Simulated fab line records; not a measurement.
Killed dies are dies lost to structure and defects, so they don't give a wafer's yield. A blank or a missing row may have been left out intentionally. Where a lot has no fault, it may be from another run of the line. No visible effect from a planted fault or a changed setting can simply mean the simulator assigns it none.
Chamber matching | flow n5-finfet | 3 sister chambers for N5_BEOL_M8_CURE_74 on uv-cure-03
The step cures SiCOH lowk, time 240 s. 6 wafers are shown with their chamber, then 12 later ones without.

## WAFERS, EACH WITH ITS CHAMBER
wafer  | chamber | wafer_temp_C_max | lamp-power-pct (%)
L074.5 | 1       | 386.4            | 52.33
L074.6 | 1       | 386.5            | 52.33
L078.3 | 0       | 386.6            | 52.30
L078.6 | 0       | 387.5            | 52.38
L085.4 | 2       | 386.5            | 52.29
L085.5 | 2       | 386.4            | 52.29

## WAFERS WITH NO CHAMBER GIVEN
wafer  | wafer_temp_C_max | lamp-power-pct (%)
L088.1 | 386.5            | 52.27
L088.4 | 386.9            | 52.33
L088.5 | 386.6            | 52.32
L092.1 | 386.5            | 52.26
L092.3 | 386.7            | 52.24
L092.6 | 386.6            | 52.21
L095.1 | 386.6            | 52.30
L095.2 | 386.7            | 52.28
L095.4 | 386.9            | 52.31
L096.2 | 386.6            | 52.28
L096.5 | 386.4            | 52.29
L096.6 | 387.2            | 52.37

## WHICH CHAMBER EACH ONE RAN IN
wafer  | from the rows above          | in truth
L088.1 | can't be placed: 2 or 1 or 0 | 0
L088.4 | can't be placed: 0 or 1 or 2 | 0
L088.5 | can't be placed: 1 or 2 or 0 | 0
L092.1 | can't be placed: 2 or 1 or 0 | 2
L092.3 | can't be placed: 2 or 1 or 0 | 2
L092.6 | can't be placed: 2 or 1 or 0 | 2
L095.1 | can't be placed: 2 or 1 or 0 | 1
L095.2 | can't be placed: 2 or 1 or 0 | 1
L095.4 | can't be placed: 0 or 1 or 2 | 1
L096.2 | can't be placed: 2 or 1 or 0 | 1
L096.5 | can't be placed: 2 or 1      | 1
L096.6 | can't be placed: 0 or 1      | 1
0 of 12 placed correctly. Not placeable from these rows: 12 (in 12, the candidates include the true chamber). Number placed wrongly: 0.
How it was worked out, from the rows above alone: a wafer's distance from a chamber is the root of the sum, over the readings, of the square of ((its reading less the chamber's mean) divided by the reading's scatter). If the next closest chamber is less than 2 further off than the closest, the wafer can't be placed; otherwise it belongs to the closest. Each chamber's mean is taken over the wafers shown for it. The scatter: the root of (the sum of the squares of (reading less its chamber's mean) over the shown wafers, divided by (wafers less chambers)).
